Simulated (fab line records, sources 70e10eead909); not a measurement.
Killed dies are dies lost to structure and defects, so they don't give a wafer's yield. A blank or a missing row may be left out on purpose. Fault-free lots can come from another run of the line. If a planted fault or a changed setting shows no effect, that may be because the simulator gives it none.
Chamber matching	flow nand-harc	NHARC_A_SGD_CUT_CMP_21 on cmp-04 has 4 sister chambers
The step polishes, target thk 148.19 nm. 18 wafers are shown with their chamber, then 9 later ones without.

WAFERS PAIRED WITH THEIR CHAMBERS
wafer	chamber	motor-current-A (A)	time-to-endpoint-s (s)
L079.1	3	13.0	51
L079.3	0	11.6	56
L079.4	1	13.3	51
L084.2	2	12.2	44
L084.4	1	13.0	41
L084.5	2	11.7	44
L086.2	0	11.7	51
L086.3	3	13.0	47
L086.4	2	11.5	46
L088.1	0	12.3	49
L088.3	3	13.2	47
L088.5	0	11.7	50
L089.3	0	12.0	46
L089.5	3	13.2	47
L089.6	0	11.6	45
L092.2	2	11.4	45
L092.5	3	12.6	46
L092.6	2	11.9	46

SIGNATURES (averages over the wafers above)
reading	chamber 0	chamber 1	chamber 2	chamber 3	scatter within a chamber
motor-current-A	11.817	13.150	11.740	13.000	0.278
time-to-endpoint-s	49.50	46.00	45.00	47.60	3.24
Rule: for each reading, subtract the chamber's mean from the wafer's reading, divide by that reading's scatter and square the result; add these up over the readings and take the root, which gives the wafer's distance from the chamber. The wafer belongs to the nearest chamber; if the next one is less than 2 further off, it can't be placed. The scatter: take each reading less its chamber's mean, square it, sum over the shown wafers, divide by the number of wafers less the number of chambers, and take the root.

WAFERS WHOSE CHAMBER IS MISSING
wafer	motor-current-A (A)	time-to-endpoint-s (s)
L094.1	12.4	43
L094.3	12.6	46
L094.6	11.2	46
L097.1	11.8	51
L097.2	12.5	42
L097.3	12.0	50
L096.1	13.4	48
L096.2	12.2	50
L096.6	12.6	48

EACH ONE'S CHAMBER
wafer	from the rows above	in truth
L094.1	can't be placed: 2 or 3 or 1 or 0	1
L094.3	can't be placed: 3 or 1 or 0 or 2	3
L094.6	can't be placed: 2 or 0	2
L097.1	can't be placed: 0 or 2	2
L097.2	can't be placed: 3 or 1 or 2 or 0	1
L097.3	can't be placed: 0 or 2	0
L096.1	can't be placed: 1 or 3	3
L096.2	can't be placed: 0 or 2 or 3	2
L096.6	can't be placed: 3 or 1 or 0 or 2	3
0 of 9 placed correctly. Can't be placed from these rows: 9 (the true chamber is among the candidates in 9). 0 placed wrongly.
